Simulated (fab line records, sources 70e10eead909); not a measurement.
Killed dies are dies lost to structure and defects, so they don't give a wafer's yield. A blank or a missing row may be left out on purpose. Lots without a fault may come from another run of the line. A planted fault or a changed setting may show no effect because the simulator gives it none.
Chamber matching | flow nand_harc | NHARC_P_BONDPAD_CMP_32 on cmp-01: 4 sister chambers
The step polishes SiCN, target thk 200 nm. 8 wafers are shown with their chamber, then 9 later ones without.

WAFERS WITH THEIR CHAMBER
wafer  | chamber | motor_current_A (A)
L076.6 | 2       | 14.6
L078.2 | 3       | 12.0
L078.5 | 3       | 12.0
L081.1 | 2       | 13.4
L081.2 | 0       | 13.0
L082.4 | 1       | 12.3
L082.5 | 1       | 12.5
L082.6 | 0       | 13.2

WAFERS WITHOUT THEIR CHAMBER
wafer  | motor_current_A (A)
L086.1 | 12.7
L086.2 | 12.2
L086.6 | 13.8
L087.1 | 11.8
L087.3 | 13.1
L087.4 | 14.5
L089.2 | 13.8
L089.3 | 13.1
L089.6 | 14.5

WHICH CHAMBER EACH WENT THROUGH
wafer  | from the rows above          | in truth
L086.1 | can't be placed: 1 or 0 or 3 | 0
L086.2 | can't be placed: 3 or 1 or 0 | 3
L086.6 | can't be placed: 2 or 0      | 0
L087.1 | can't be placed: 3 or 1      | 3
L087.3 | can't be placed: 0 or 1      | 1
L087.4 | 2                            | 2
L089.2 | can't be placed: 2 or 0      | 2
L089.3 | can't be placed: 0 or 1      | 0
L089.6 | 2                            | 2
Placed correctly: 2 of 9. Can't be placed from these rows: 7 (the true chamber is among the candidates in 7). Placed wrongly: 0.
How it was worked out, from the rows above alone: a wafer's distance from a chamber is the root of the sum, over the readings, of the square of ((its reading less the chamber's mean) divided by the reading's scatter). The wafer belongs to the nearest chamber; if the next one is less than 2 further off, it can't be placed. A chamber's mean is the mean of its shown wafers. The scatter: the root of (the sum of the squares of (reading less its chamber's mean) over the shown wafers, divided by (wafers less chambers)).
